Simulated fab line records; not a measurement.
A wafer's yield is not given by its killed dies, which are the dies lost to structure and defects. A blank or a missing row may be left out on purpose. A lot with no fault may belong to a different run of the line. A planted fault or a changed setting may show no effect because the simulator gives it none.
What tool caused it? | flow nand_harc | 33 wafers sampled from 11 lots at 1 step of a route of 1159

WHAT THE GAUGES READ, wafer by wafer
NHARC_A_CONTACT_OVL_MEAS_43.
lot  | measured     | on         | overlay_x_nm (nm)
L074 | day 16 06:37 | overlay-02 | -0.8 -1.0 -0.8
L076 | day 16 11:55 | overlay-01 | -0.3 -0.3 -0.1
L078 | day 17 04:32 | overlay-01 | 1.2 1.5 1.8
L085 | day 18 19:28 | overlay-01 | 1.0 1.4 0.6
L082 | day 19 02:16 | overlay-02 | 0.1 0.1 -0.2
L087 | day 19 14:35 | overlay-02 | -1.1 -0.7 -0.3
L089 | day 19 20:21 | overlay-01 | 0.5 0.2 -0.3
L092 | day 20 08:59 | overlay-02 | 0.0 0.3 0.1
L094 | day 20 21:42 | overlay-02 | -1.3 -0.8 -0.6
L096 | day 21 16:55 | overlay-01 | -0.6 0.1 0.5
L097 | day 22 05:48 | overlay-02 | -1.5 -1.4 -1.2

EACH LOT AND THE TOOL THAT RAN IT (in order: tool; ch and the chambers of the sampled wafers; start)
Record: no process step prior to these readings.

THE ANSWER, worked out from the rows above alone
Rule: the lots themselves supply what counts as usual. Put in order of their means at a reading, lots are off if they are a third of the lots or fewer, leave a main group of 4 or more, and stand apart from it by a gap of 3 or more times the standard deviation of the main group's means; of several such gaps the widest counts. If all means in a main group match to the digits the tables above print for the reading, that group is not used. Also off: a lot with no number at a reading for which 4 or more lots have one. Where the step has rows for the other lots, those lots are counted as sound.
No lot is off on any of the readings shown, so nothing can be concluded from this.

WHAT THE SIMULATOR HAD PUT IN
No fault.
